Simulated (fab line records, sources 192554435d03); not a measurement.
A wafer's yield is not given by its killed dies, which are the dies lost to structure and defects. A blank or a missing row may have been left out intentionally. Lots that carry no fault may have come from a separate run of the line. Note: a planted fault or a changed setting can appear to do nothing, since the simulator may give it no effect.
fab line records	flow n5_finfet
record: lots: 11	wafers: 31	last_day: 17
route steps=1938 shown BEOL_M11@1550 PASSIVATION@1936
lots that met no fault: from a run of the same line without faults
start_h: start of the lot's first displayed wafer, in hours after the record's first day	wait_h: time in hours since the lot's previous step	" same as the row above	L1.1+2: a row that stands for several wafers	- no value, or no start was given	* or withheld: withheld	< > ~ a bound
route shown NAME@n: NAME is a module with steps in the file, n the number in the route of the first one	usual: average and standard deviation across the fault-free wafers	same: alike in all rows	chamber/n: place in a boat	sites: the reading at each site	_std_site: how widely they spread, as a standard deviation	_edge_site: the outer-site mean with the inner-site mean subtracted	radius_mm: how far each site lies from the wafer's centre	mask NAME#n: copy n	behind: the last tool/chamber to shape the wafer	hold: the reason the lot was held/the length of the hold in hours/how it ended	device: the transistor (n, p or np) that didn't switch	end of line: the same wafers' tests at the end of the route	a step without rows: its recipe alone	killed: at the first sort, the dies lost to defects and structure; wafer yield is something else	map: shows each die of a wafer: x if killed, . if not, _ if none is there
set.NAME: the setting the step ran with; set.NAME@STEP: the setting that earlier step ran with	model.NAME: the simulator's own value behind a step, which no gauge read
steps of the route over a sample of lots; a table a step, a row a wafer
services: when a tool's chamber went out of use (start_h, in hours from the record's first day, below 0 if earlier), for how many hours, and the reason
== steps ==
step: N5_BEOL_M11_OVL_MEAS_12
recipe: points_per_wafer: 44
usual: M11_OVL: 0.4/0.73
lot.wafer	tool	chamber	start_h	wait_h	M11_OVL[nm]
L541.2	overlay-02	0	238.93	0.0	-0.5
L541.3	"	0	"	"	0.6
L541.6	"	0	"	"	0.4
L542.2	overlay-01	0	242.17	0.0	1.4
L542.3	"	0	"	"	1.3
L542.5	"	0	"	"	0.4
L545.2	overlay-01	0	256.49	0.0	0.4
L545.3	"	0	"	"	0.2
L545.4	"	0	"	"	0.9
L544.2	overlay-01	0	257.91	0.0	-0.1
L544.3	"	0	"	"	0.6
L544.6	"	0	"	"	0.0
L546.1	overlay-01	0	270.21	0.0	0.7
L546.2	"	0	"	"	1.6
L547.1	overlay-01	0	276.20	0.0	-1.1
L547.3	"	0	"	"	0.8
L547.6	"	0	"	"	0.1
L551.2	overlay-02	0	294.46	0.0	-0.1
L551.5	"	0	"	"	0.8
L551.6	"	0	"	"	-0.5
L555.1	overlay-02	0	322.74	0.0	0.5
L555.3	"	0	"	"	0.7
L555.5	"	0	"	"	0.5
L556.1	overlay-02	0	338.03	0.0	2.5
L556.2	"	0	"	"	-0.4
L556.6	"	0	"	"	-0.8
L560.1	overlay-01	0	352.53	0.0	0.6
L560.5	"	0	"	"	1.1
L561.2	overlay-02	0	361.48	0.0	0.0
L561.3	"	0	"	"	0.6
L561.6	"	0	"	"	1.3
step: N5_BEOL_M11_DESCUM_16
recipe: chemistry: O2	time_s: 7.9	source_power_w: 50	bias_power_w: 20	pressure_mtorr: 20	rf_frequency_hz: 2.712e+07	temp_c: 40	resist: CAR-ArF	o2_flow_sccm: 225
usual: drypump_motor_current_A: 5.8/0.37	oes_product_au: 0.78/0.058	rf_vpp_V: 243.3/1.5	showerhead_plenum_p_Torr: 2.11/0.086	throttle_valve_pct: 20.47/0.27
lot.wafer	tool	chamber	start_h	wait_h	drypump_motor_current_A	oes_product_au	rf_hours_counter_h	rf_vpp_V	showerhead_plenum_p_Torr	throttle_valve_pct
L541.2	rie_diel-06	3	239.27	0.3	5.7	0.73	180	244.2	2.17	20.39
L541.3	"	1	"	"	6.2	0.83	66	241.6	2.04	20.07
L541.6	"	0	"	"	5.6	0.70	-	240.7	2.01	20.73
L542.2	rie_diel-06	0	242.23	0.0	5.6	0.71	217	239.6	2.01	20.72
L542.3	"	3	"	"	5.6	0.73	180	244.0	2.17	20.40
L542.5	"	3	"	"	5.7	0.73	-	243.5	2.17	20.40
L545.2	rie_diel-04	1	256.60	0.1	5.5	0.69	233	241.3	2.05	20.38
L545.3	"	3	"	"	6.0	0.85	46	244.8	2.13	20.52
L545.4	"	2	"	"	5.3	0.80	116	242.9	2.01	20.52
L544.2	rie_diel-02	2	257.97	0.0	6.5	0.77	107	241.3	2.02	20.92
L544.3	"	1	"	"	5.7	0.86	70	245.4	2.24	20.34
L544.6	"	1	"	"	5.6	0.85	-	246.2	2.24	20.33
L546.1	rie_diel-06	3	270.27	0.0	5.6	0.73	190	243.6	2.17	20.39
L546.2	"	1	"	"	6.2	0.82	77	241.7	2.03	20.09
L547.1	rie_diel-04	2	276.43	0.2	5.4	0.78	121	242.3	2.01	20.53
L547.3	"	0	"	"	5.6	0.86	42	243.1	2.05	20.21
L547.6	"	3	"	"	6.0	0.84	-	242.8	2.13	20.53
L551.2	rie_diel-04	3	294.52	0.0	6.0	0.84	59	243.4	2.12	20.55
L551.5	"	3	"	"	6.0	0.83	-	244.0	2.12	20.56
L551.6	"	1	"	"	5.5	0.69	-	242.4	2.04	20.39
L555.1	rie_diel-04	0	323.23	0.5	5.6	0.85	57	242.3	2.05	20.22
L555.3	"	3	"	"	6.0	0.82	68	244.6	2.12	20.55
L555.5	"	0	"	"	5.6	0.85	-	242.8	2.05	20.23
L556.1	rie_diel-06	1	338.08	0.0	6.2	0.80	98	241.2	2.02	20.14
L556.2	"	2	"	"	6.0	0.78	131	246.0	2.21	20.46
L556.6	"	0	"	"	5.6	0.70	-	241.7	2.00	20.76
L560.1	rie_diel-06	2	352.58	0.0	6.0	0.77	136	245.1	2.21	20.46
L560.5	"	2	"	"	6.0	0.77	-	243.8	2.21	20.47
L561.2	rie_diel-06	1	361.54	0.0	6.2	0.79	104	243.0	2.02	20.14
L561.3	"	0	"	"	5.6	0.69	248	241.3	2.00	20.78
L561.6	"	2	"	"	6.0	0.77	-	244.5	2.21	20.46
step: N5_BEOL_M11_COAT_64
recipe: resist: SiARC	temp_c: 220	time_s: 60	spin_rpm: 1500	resist_thk_nm: 30
usual: spin_speed_rpm: 1500.2/0.97
lot.wafer	tool	chamber	start_h	wait_h	spin_speed_rpm
L541.2	litho_track-01	0	240.62	-	1500.9
L541.3	"	0	"	"	1501.9
L541.6	"	0	"	"	1501.4
L542.2	litho_track-04	0	245.47	-	1499.0
L542.3	"	0	"	"	1500.2
L542.5	"	0	"	"	1502.5
L545.2	litho_track-01	0	257.17	-	1500.1
L545.3	"	0	"	"	1498.7
L545.4	"	0	"	"	1499.4
L544.2	litho_track-01	0	259.08	-	1499.7
L544.3	"	0	"	"	1501.0
L544.6	"	0	"	"	1500.4
L546.1	litho_track-05	0	270.96	-	1500.2
L546.2	"	0	"	"	1500.9
L547.1	litho_track-01	0	276.98	-	1498.5
L547.3	"	0	"	"	1500.1
L547.6	"	0	"	"	1497.7
L551.2	litho_track-04	0	296.23	-	1500.5
L551.5	"	0	"	"	1499.9
L551.6	"	0	"	"	1500.3
L555.1	litho_track-04	0	324.43	-	1301.4
L555.3	"	0	"	"	1301.7
L555.5	"	0	"	"	1302.8
L556.1	litho_track-04	0	339.46	-	1301.3
L556.2	"	0	"	"	1301.4
L556.6	"	0	"	"	1302.7
L560.1	litho_track-01	0	354.27	-	1499.8
L560.5	"	0	"	"	1499.4
L561.2	litho_track-01	0	362.06	-	1499.5
L561.3	"	0	"	"	1499.2
L561.6	"	0	"	"	1500.0
step: N5_BEOL_M11_CD_MEAS_28
recipe: target_cd_nm: 70	landing_energy_ev: 500	detector: se_inlens	polarity: opening
usual: cd_nm: 70.0/1.1
lot.wafer	tool	chamber	start_h	wait_h	cd_nm
L541.2	cd_sem-03	0	240.99	-	70.3
L541.3	"	0	"	"	69.0
L541.6	"	0	"	"	69.9
L542.2	cd_sem-02	0	245.88	-	69.5
L542.3	"	0	"	"	70.6
L542.5	"	0	"	"	70.5
L545.2	cd_sem-02	0	257.42	-	67.7
L545.3	"	0	"	"	69.0
L545.4	"	0	"	"	67.6
L544.2	cd_sem-01	0	259.45	-	70.3
L544.3	"	0	"	"	70.9
L544.6	"	0	"	"	71.1
L546.1	cd_sem-01	0	271.21	-	69.8
L546.2	"	0	"	"	70.8
L547.1	cd_sem-02	0	277.36	-	69.1
L547.3	"	0	"	"	70.5
L547.6	"	0	"	"	70.2
L551.2	cd_sem-01	0	296.48	-	68.5
L551.5	"	0	"	"	70.0
L551.6	"	0	"	"	70.7
L555.1	cd_sem-02	0	324.94	-	70.5
L555.3	"	0	"	"	69.3
L555.5	"	0	"	"	69.7
L556.1	cd_sem-03	0	339.71	-	70.9
L556.2	"	0	"	"	71.6
L556.6	"	0	"	"	70.8
L560.1	cd_sem-02	0	354.52	-	68.6
L560.5	"	0	"	"	68.9
L561.2	cd_sem-03	0	362.43	-	70.6
L561.3	"	0	"	"	69.5
L561.6	"	0	"	"	69.4
step: N5_BEOL_M11_ETCH_65
recipe: chemistry: CF4	target: SiARC	target_depth_a: 390	mask_material: CAR-ArF	time_s: 65	ion_energy_ev: 80	pressure_mtorr: 40	source_w: 545	bias_w: 36	Ar_flow_sccm: 100	cf4_flow_sccm: 100	ends: cleared
usual: bias_w: 35.98/0.11	drypump_motor_current_A: 5.8/0.37	etch_rf_on_time_s: 65.3/1.5	oes_product_au: 0.67/0.05	rf_vpp_V: 184.1/1.3	showerhead_plenum_p_Torr: 2.14/0.082	throttle_valve_pct: 15.58/0.22
lot.wafer	tool	chamber	start_h	wait_h	bias_w	drypump_motor_current_A	etch_rf_on_time_s	oes_product_au	rf_hours_counter_h	rf_vpp_V	showerhead_plenum_p_Torr	throttle_valve_pct
L541.2	rie_diel-06	1	241.11	0.0	36.02	6.2	63.9	0.72	67	182.0	2.09	15.30
L541.3	"	2	"	"	36.13	6.0	66.1	0.70	98	184.3	2.24	15.40
L541.6	"	0	"	"	35.94	5.6	67.4	0.60	-	182.9	2.03	15.74
L542.2	rie_diel-06	0	246.00	0.0	35.91	5.6	67.3	0.60	219	180.8	2.03	15.75
L542.3	"	2	"	"	35.84	6.0	67.4	0.68	100	185.3	2.24	15.42
L542.5	"	3	"	"	35.92	5.6	66.9	0.63	-	186.6	2.20	15.53
L545.2	rie_diel-06	1	257.54	0.0	35.86	6.2	64.2	0.71	73	180.4	2.08	15.30
L545.3	"	0	"	"	35.97	5.7	66.9	0.59	222	183.2	2.03	15.75
L545.4	"	2	"	"	35.95	6.0	65.9	0.68	103	183.8	2.24	15.44
L544.2	rie_diel-02	0	259.57	0.0	36.03	5.1	63.5	0.62	182	184.3	2.23	15.92
L544.3	"	2	"	"	36.07	6.5	66.8	0.65	108	183.3	2.06	15.91
L544.6	"	0	"	"	36.03	5.1	63.4	0.63	-	185.1	2.23	15.93
L546.1	rie_diel-02	1	271.37	0.0	36.05	5.6	65.4	0.73	75	184.8	2.25	15.32
L546.2	"	2	"	"	35.87	6.5	66.4	0.65	112	182.4	2.06	15.91
L547.1	rie_diel-06	2	277.70	0.0	35.82	6.0	66.8	0.68	111	183.9	2.24	15.43
L547.3	"	3	"	"	36.03	5.6	66.4	0.62	193	185.6	2.19	15.57
L547.6	"	3	"	"	36.14	5.6	66.6	0.62	-	185.7	2.19	15.56
L551.2	rie_diel-06	3	296.60	0.0	35.77	5.6	65.2	0.62	200	184.3	2.19	15.58
L551.5	"	2	"	"	36.00	6.0	66.0	0.67	-	184.4	2.24	15.47
L551.6	"	3	"	"	35.94	5.6	65.1	0.62	-	184.5	2.19	15.57
L555.1	rie_diel-04	0	325.37	0.0	36.03	5.7	70.8	0.73	58	185.5	2.08	15.30
L555.3	"	2	"	"	35.75	5.4	68.3	0.68	136	182.8	2.06	15.74
L555.5	"	2	"	"	35.73	5.3	68.5	0.67	-	182.1	2.06	15.77
L556.1	rie_diel-04	3	339.83	0.0	36.06	6.0	67.6	0.72	76	184.0	2.16	15.70
L556.2	"	2	"	"	36.01	5.3	68.5	0.67	143	183.6	2.05	15.76
L556.6	"	0	"	"	35.85	5.7	70.6	0.71	-	183.3	2.07	15.31
L560.1	rie_diel-06	0	354.64	0.0	36.02	5.6	67.5	0.58	246	183.7	2.02	15.82
L560.5	"	2	"	"	35.96	6.0	65.7	0.66	-	185.2	2.23	15.48
L561.2	rie_diel-04	1	362.95	0.0	35.96	5.6	69.0	0.79	5	183.6	2.12	15.34
L561.3	"	1	"	"	35.79	5.6	68.6	0.80	-	184.3	2.12	15.35
L561.6	"	3	"	"	36.06	6.0	63.4	0.70	-	184.4	2.16	15.72
step: N5_PASSIVATION_PROBE_49
usual: defect_limited_yield: 91.5/1.4	killed_at_M0_to_M3: 32/9.7	killed_at_M4_up: 14/5.3	killed_at_contacts: 11/6	killed_at_front_end: 39/14	killed_at_other: 3.3/2.7	killed_dies: 100/17	killed_open: 66/13	killed_short: 32/7.4	sort_bin_4_leakage: 0.02/0.16	sort_bin_5_function: 4.9/0.9	sort_bin_6_memory: 3.2/0.72	sort_n_pass: 1080/17	sort_yield_pct: 91.5/1.4
same: gross_dies: 1180	killed_at_back_side: 0	sort_bin_8_speed[%]: 0
lot.wafer	tool	chamber	start_h	wait_h	defect_limited_yield[%]	killed_at_M0_to_M3	killed_at_M4_up	killed_at_contacts	killed_at_front_end	killed_at_other	killed_dies	killed_open	killed_short	sort_bin_4_leakage[%]	sort_bin_5_function[%]	sort_bin_6_memory[%]	sort_n_pass	sort_yield_pct[%]
L541.2	prober-02	-	283.76	0.4	92.5	28	12	13	25	11	89	62	25	0	4.7	2.7	1091	92.5
L541.3	prober-02	-	283.81	0.4	93.1	29	14	3	32	4	82	45	37	0	4.3	2.3	1098	93.1
L541.6	prober-02	-	283.96	0.6	91.9	25	17	6	36	11	95	57	33	0	5.1	2.3	1085	91.9
L542.2	prober-02	-	288.02	0.1	89.7	43	15	11	50	2	121	77	42	0	6.8	3.1	1059	89.7
L542.3	prober-02	-	288.07	0.1	90.6	44	14	7	42	4	111	68	40	0	5.6	3.3	1069	90.6
L542.5	prober-02	-	288.17	0.2	90.9	33	10	7	56	1	107	70	36	0	4.7	4.0	1073	90.9
L544.2	prober-02	-	305.18	0.1	91.7	46	16	13	18	5	98	66	32	0	5.3	2.6	1082	91.7
L544.3	prober-02	-	305.23	0.1	90.8	39	27	17	23	3	109	76	32	0	6.0	3.0	1071	90.8
L544.6	prober-02	-	305.38	0.3	93.4	17	14	11	32	4	78	57	20	0	4.2	2.4	1102	93.4
L545.2	prober-01	-	307.84	0.1	90.0	28	29	9	52	0	118	74	40	0	5.3	4.1	1062	90.0
L545.3	prober-01	-	307.89	0.1	94.1	15	18	9	21	7	70	51	19	0	3.0	2.7	1110	94.1
L545.4	prober-01	-	307.94	0.2	91.6	34	22	7	35	1	99	60	35	0	5.2	3.1	1081	91.6
L546.1	prober-02	-	311.33	0.0	93.1	27	17	19	17	2	82	51	30	0	4.1	2.6	1098	93.1
L546.2	prober-02	-	311.38	0.1	91.5	26	14	2	55	3	100	64	29	0	4.2	3.8	1080	91.5
L547.1	prober-02	-	322.81	0.0	91.1	25	14	23	41	2	105	73	31	0	5.6	3.1	1075	91.1
L547.3	prober-02	-	322.91	0.1	92.5	30	10	28	21	0	89	56	32	0	4.5	2.6	1091	92.5
L547.6	prober-02	-	323.06	0.3	90.0	59	18	18	20	3	118	90	27	0	6.2	3.6	1062	90.0
L551.2	prober-01	-	337.44	0.1	91.7	34	10	18	35	1	98	58	39	0	5.3	2.7	1082	91.7
L551.5	prober-01	-	337.59	0.2	93.6	32	14	5	20	4	75	54	20	0	3.8	2.0	1105	93.6
L551.6	prober-01	-	337.64	0.3	92.7	25	19	15	23	4	86	57	29	0	3.6	3.2	1094	92.7
L555.1	prober-01	-	367.93	0.0	92.9	29	11	11	30	3	84	55	26	0	4.3	2.7	1096	92.9
L555.3	prober-01	-	368.03	0.1	90.9	33	11	9	52	2	107	67	38	0	4.9	3.7	1073	90.9
L555.5	prober-01	-	368.13	0.2	93.1	25	10	6	36	4	81	52	28	0	3.8	2.9	1099	93.1
L556.1	prober-01	-	382.38	0.0	90.4	29	16	17	49	2	113	82	30	0	5.7	3.8	1067	90.4
L556.2	prober-01	-	382.43	0.1	88.7	25	11	14	82	1	133	83	50	0	6.7	4.4	1047	88.7
L556.6	prober-01	-	382.63	0.3	90.5	47	13	12	36	4	112	82	28	0.08	5.1	4.1	1067	90.4
L560.1	prober-01	-	398.41	0.0	91.9	16	13	18	45	3	95	62	29	0	4.8	3.1	1085	91.9
L560.5	prober-01	-	398.61	0.2	87.4	51	22	8	63	5	149	96	52	0	6.9	5.1	1031	87.4
L561.2	prober-01	-	403.01	0.1	93.2	21	7	11	41	0	80	61	16	0	3.3	2.9	1100	93.2
L561.3	prober-01	-	403.06	0.1	92.9	15	11	7	46	5	84	50	34	0	4.7	1.9	1096	92.9
L561.6	prober-01	-	403.21	0.3	92.0	24	22	13	27	8	94	64	30	0	4.7	3.0	1086	92.0
killed by level:class
L541.2 MOL_CONTACT_COAG:geometric_particle:open=12 BEOL_M0:geometric_particle:open=7 BEOL_M1:geometric_particle:open=7 FIN_SAQP:geometric_particle:open=5 BEOL_M0_SAQP:geometric_particle:open=4 BEOL_M4:geometric_particle:open=4 PAD_METAL:geometric_particle:short=3 STI_FIN_REVEAL:geometric_particle:open=3
L541.3 FIN_SAQP:geometric_particle:short=9 BEOL_M0_SAQP:geometric_particle:short=8 BEOL_M3:geometric_particle:open=7 BEOL_M3:geometric_particle:short=5 FIN_SAQP:geometric_particle:open=4 BEOL_M7:geometric_particle:open=4 ILD0:geometric_particle:open=3 MOL_CONTACT_COAG:geometric_particle:open=3
L541.6 STI_FIN_REVEAL:geometric_particle:open=6 BEOL_M2:geometric_particle:open=6 STARTING-WAFER:geometric_particle:short=6 FIN_SAQP:geometric_particle:open=5 FIN_SAQP:geometric_particle:short=5 HKMG_FIN:area_etch=5 MOL_CONTACT_COAG:geometric_particle:open=4 BEOL_M1:geometric_particle:open=4
L542.2 FIN_SAQP:geometric_particle:short=16 BEOL_M0_SAQP:geometric_particle:open=12 DUMMY_GATE:geometric_particle:open=8 MOL_CONTACT_COAG:geometric_particle:open=8 STI_FIN_REVEAL:geometric_particle:open=7 BEOL_M0_SAQP:geometric_particle:short=7 BEOL_M1:geometric_particle:open=7 FIN_SAQP:geometric_particle:open=6
L542.3 BEOL_M0_SAQP:geometric_particle:open=11 FIN_SAQP:geometric_particle:short=9 BEOL_M0_SAQP:geometric_particle:short=8 BEOL_M4:geometric_particle:open=7 GATE_CUT:geometric_particle:short=7 FIN_SAQP:geometric_particle:open=6 BEOL_M2:geometric_particle:open=6 BEOL_M3:geometric_particle:short=6
L542.5 STI_FIN_REVEAL:geometric_particle:open=23 BEOL_M0_SAQP:geometric_particle:open=10 FIN_SAQP:geometric_particle:short=8 BEOL_M0_SAQP:geometric_particle:short=6 GATE_CUT:geometric_particle:short=5 MOL_CONTACT_COAG:geometric_particle:open=5 BEOL_M3:geometric_particle:open=5 DUMMY_GATE:geometric_particle:open=4
L544.2 MOL_CONTACT_COAG:geometric_particle:open=11 BEOL_M2:geometric_particle:open=10 BEOL_M0_SAQP:geometric_particle:open=9 BEOL_M1:geometric_particle:open=9 STI_FIN_REVEAL:geometric_particle:open=7 BEOL_M1:geometric_particle:short=5 BEOL_M3:geometric_particle:short=4 BEOL_M3:geometric_particle:open=4
L544.3 MOL_CONTACT_COAG:geometric_particle:open=14 BEOL_M3:geometric_particle:open=13 BEOL_M4:geometric_particle:open=10 BEOL_M1:geometric_particle:open=9 STI_FIN_REVEAL:geometric_particle:open=8 BEOL_M5:geometric_particle:short=5 STARTING-WAFER:geometric_particle:short=5 BEOL_M3:geometric_particle:short=4
L544.6 STI_FIN_REVEAL:geometric_particle:open=11 MOL_CONTACT_COAG:geometric_particle:open=10 BEOL_M3:geometric_particle:open=6 FIN_SAQP:geometric_particle:open=5 BEOL_M4:geometric_particle:open=5 GATE_CUT:geometric_particle:short=4 BEOL_M2:geometric_particle:open=4 GATE_CUT:geometric_particle:open=3
L545.2 BEOL_M4:geometric_particle:open=20 FIN_SAQP:geometric_particle:short=10 DUMMY_GATE:geometric_particle:open=9 BEOL_M0_SAQP:geometric_particle:open=8 MOL_CONTACT_COAG:geometric_particle:open=7 BEOL_M3:geometric_particle:open=7 STI_FIN_REVEAL:geometric_particle:open=4 ILD0:geometric_particle:short=4
L545.3 BEOL_M4:geometric_particle:open=12 MOL_CONTACT_COAG:geometric_particle:open=9 BEOL_M0_SAQP:geometric_particle:short=6 GATE_CUT:geometric_particle:short=5 BEOL_M0_SAQP:geometric_particle:open=5 FIN_SAQP:geometric_particle:open=4 MIM_TOP_ETCH:geometric_particle:open=4 DUMMY_GATE:geometric_particle:open=3
L545.4 BEOL_M4:geometric_particle:open=17 BEOL_M2:geometric_particle:open=9 BEOL_M0_SAQP:geometric_particle:open=8 BEOL_M0_SAQP:geometric_particle:short=8 GATE_CUT:geometric_particle:short=7 MOL_CONTACT_COAG:geometric_particle:open=5 STI_FIN_REVEAL:geometric_particle:open=4 SD_EPI_N:coat_microbubble_printed=4
L546.1 MOL_CONTACT_COAG:geometric_particle:short=10 MOL_CONTACT_COAG:geometric_particle:open=9 BEOL_M2:geometric_particle:open=6 BEOL_M4:geometric_particle:open=6 BEOL_M1:geometric_particle:open=5 BEOL_M3:geometric_particle:open=5 BEOL_M0_SAQP:geometric_particle:open=4 BEOL_M0_SAQP:geometric_particle:short=4
L546.2 STI_FIN_REVEAL:geometric_particle:open=30 STI_FIN_REVEAL:geometric_particle:short=5 BEOL_M0_SAQP:geometric_particle:short=5 DUMMY_GATE:geometric_particle:short=4 BEOL_M4:geometric_particle:open=4 BEOL_M11:geometric_particle:open=4 HKMG_FIN:area_etch=4 FIN_SAQP:geometric_particle:short=3
L547.1 MOL_CONTACT_COAG:geometric_particle:open=19 STI_FIN_REVEAL:geometric_particle:open=14 BEOL_M2:geometric_particle:open=7 BEOL_M4:geometric_particle:short=7 BEOL_M3:geometric_particle:open=6 FIN_SAQP:geometric_particle:short=5 FIN_SAQP:geometric_particle:open=4 GATE_CUT:geometric_particle:short=4
L547.3 MOL_CONTACT_COAG:geometric_particle:open=22 BEOL_M0_SAQP:geometric_particle:short=9 BEOL_M0_SAQP:geometric_particle:open=7 FIN_SAQP:geometric_particle:short=6 MOL_CONTACT_COAG:geometric_particle:short=6 BEOL_M3:geometric_particle:open=6 BEOL_M2:geometric_particle:open=5 STI_FIN_REVEAL:geometric_particle:open=3
L547.6 MOL_CONTACT_COAG:geometric_particle:open=16 BEOL_M3:geometric_particle:open=14 BEOL_M2:geometric_particle:open=13 BEOL_M0_SAQP:geometric_particle:open=12 BEOL_M4:geometric_particle:open=9 STI_FIN_REVEAL:geometric_particle:open=8 BEOL_M0_SAQP:geometric_particle:short=7 BEOL_M0:geometric_particle:open=6
L551.2 MOL_CONTACT_COAG:geometric_particle:open=14 BEOL_M0_SAQP:geometric_particle:open=13 BEOL_M0_SAQP:geometric_particle:short=11 STI_FIN_REVEAL:geometric_particle:open=8 FIN_SAQP:geometric_particle:short=7 FIN_SAQP:geometric_particle:open=6 BEOL_M4:geometric_particle:open=5 GATE_CUT:geometric_particle:short=4
L551.5 BEOL_M3:geometric_particle:open=10 BEOL_M0_SAQP:geometric_particle:open=9 STI_FIN_REVEAL:geometric_particle:open=7 BEOL_M0_SAQP:geometric_particle:short=7 MOL_CONTACT_COAG:geometric_particle:open=5 BEOL_M5:geometric_particle:open=4 FIN_SAQP:geometric_particle:open=3 FIN_SAQP:geometric_particle:short=3
L551.6 MOL_CONTACT_COAG:geometric_particle:open=14 BEOL_M4:geometric_particle:open=10 BEOL_M0_SAQP:geometric_particle:short=8 BEOL_M0_SAQP:geometric_particle:open=6 FIN_SAQP:geometric_particle:short=4 FIN_SAQP:geometric_particle:open=4 GATE_CUT:geometric_particle:short=4 BEOL_M3:geometric_particle:open=4
L555.1 MOL_CONTACT_COAG:geometric_particle:open=9 BEOL_M2:geometric_particle:open=8 STI_FIN_REVEAL:geometric_particle:open=7 BEOL_M0_SAQP:geometric_particle:short=7 BEOL_M0_SAQP:geometric_particle:open=5 FIN_SAQP:geometric_particle:open=4 FIN_SAQP:geometric_particle:short=3 STARTING-WAFER:geometric_particle:short=3
L555.3 BEOL_M0_SAQP:geometric_particle:open=15 FIN_SAQP:geometric_particle:short=12 STI_FIN_REVEAL:geometric_particle:open=9 BEOL_M0_SAQP:geometric_particle:short=9 MOL_CONTACT_COAG:geometric_particle:open=8 STARTING-WAFER:geometric_particle:open=7 FIN_SAQP:geometric_particle:open=5 DUMMY_GATE:geometric_particle:open=5
L555.5 STI_FIN_REVEAL:geometric_particle:open=10 FIN_SAQP:geometric_particle:short=7 BEOL_M2:geometric_particle:open=6 MOL_CONTACT_COAG:geometric_particle:open=5 BEOL_M0_SAQP:geometric_particle:short=4 BEOL_M0_SAQP:geometric_particle:open=4 BEOL_M7:geometric_particle:open=4 STI_FIN_REVEAL:geometric_particle:short=3
L556.1 STI_FIN_REVEAL:geometric_particle:open=14 MOL_CONTACT_COAG:geometric_particle:open=13 BEOL_M3:geometric_particle:open=12 FIN_SAQP:geometric_particle:open=10 STI_FIN_REVEAL:geometric_particle:short=6 BEOL_M0_SAQP:geometric_particle:open=6 MOL_CONTACT_COAG:geometric_particle:short=4 FIN_SAQP:geometric_particle:short=3
L556.2 STI_FIN_REVEAL:geometric_particle:open=24 FIN_SAQP:geometric_particle:open=16 FIN_SAQP:geometric_particle:short=16 MOL_CONTACT_COAG:geometric_particle:open=10 BEOL_M3:geometric_particle:open=7 STI_FIN_REVEAL:geometric_particle:short=6 ILD0:geometric_particle:short=6 BEOL_M0_SAQP:geometric_particle:short=5
L556.6 BEOL_M0_SAQP:geometric_particle:open=20 MOL_CONTACT_COAG:geometric_particle:open=11 BEOL_M0_SAQP:geometric_particle:short=11 STI_FIN_REVEAL:geometric_particle:open=9 FIN_SAQP:geometric_particle:open=8 FIN_SAQP:geometric_particle:short=7 BEOL_M3:geometric_particle:open=6 BEOL_M1:geometric_particle:open=4
L560.1 MOL_CONTACT_COAG:geometric_particle:open=13 FIN_SAQP:geometric_particle:open=8 STI_FIN_REVEAL:geometric_particle:open=7 BEOL_M3:geometric_particle:open=6 ILD0:geometric_particle:open=5 GATE_CUT:geometric_particle:short=5 MOL_CONTACT_COAG:geometric_particle:short=5 BEOL_M4:geometric_particle:open=5
L560.5 STI_FIN_REVEAL:geometric_particle:open=23 BEOL_M0_SAQP:geometric_particle:open=10 BEOL_M2:geometric_particle:open=10 BEOL_M0_SAQP:geometric_particle:short=8 BEOL_M3:geometric_particle:open=8 GATE_CUT:geometric_particle:short=7 MOL_CONTACT_COAG:geometric_particle:open=7 BEOL_M4:geometric_particle:open=7
L561.2 STI_FIN_REVEAL:geometric_particle:open=13 MOL_CONTACT_COAG:geometric_particle:open=8 FIN_SAQP:geometric_particle:open=7 BEOL_M0_SAQP:geometric_particle:open=7 STARTING-WAFER:geometric_particle:open=6 GATE_CUT:geometric_particle:short=4 BEOL_M0_SAQP:geometric_particle:short=4 BEOL_M3:geometric_particle:open=4
L561.3 STI_FIN_REVEAL:geometric_particle:open=10 GATE_CUT:geometric_particle:short=7 GATE_CUT:geometric_particle:open=6 MOL_CONTACT_COAG:geometric_particle:open=6 FIN_SAQP:geometric_particle:short=5 FIN_SAQP:geometric_particle:open=5 STI_FIN_REVEAL:geometric_particle:short=4 BEOL_M3:geometric_particle:open=4
L561.6 MOL_CONTACT_COAG:geometric_particle:open=11 STI_FIN_REVEAL:geometric_particle:open=8 BEOL_M0_SAQP:geometric_particle:open=7 BEOL_M4:geometric_particle:open=7 BEOL_M5:geometric_particle:open=5 GATE_CUT:geometric_particle:short=4 BEOL_M1:geometric_particle:open=4 PASS1_CAP:geometric_particle:short=4
== services ==
tool	chamber	start_h	hours	kind
rie_diel-02	3	240.22	32.8	repair
rie_diel-04	1	279.44	3.4	repair
litho_track-05	-	285.30	-	consumable_replace:filter
rie_diel-04	2	293.66	8.2	repair
rie_diel-06	1	311.17	5.3	repair
rie_diel-04	1	317.63	-	clean
rie_diel-04	1	317.63	-	consumable_replace:focus_ring
rie_diel-04	1	317.63	25.8	scheduled_down
rie_diel-04	1	317.63	25.8	vent_cycle
rie_diel-02	-	332.25	2.8	pm
rie_diel-04	0	360.69	4.7	repair
rie_diel-04	2	360.94	2.5	repair
== key ==
first_sign: step: N5_BEOL_M11_COAT_64	reading: spin_speed_rpm	direction: down	sigmas: 99+	usual: *	struck: *
effect: step: N5_BEOL_M11_ETCH_65	reading: etch_rf_on_time_s	direction: up	sigmas: 2.5	usual: *	struck: *
met_at N5_BEOL_M11_COAT_64
struck_lots L555,L556
not_acting_at N5_BEOL_M11_OVL_MEAS_12,N5_BEOL_M11_DESCUM_16,N5_BEOL_M11_CD_MEAS_28
onset_between 296.23 324.43
fault: kind: process_parameter_drift	tool: litho_track-04	chamber: -	onset_h: 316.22	steps: N5_BEOL_M11_COAT_64	channel: spin_rpm	offset: *	shape: step	end_h: 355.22	acts_in: *	stated: *
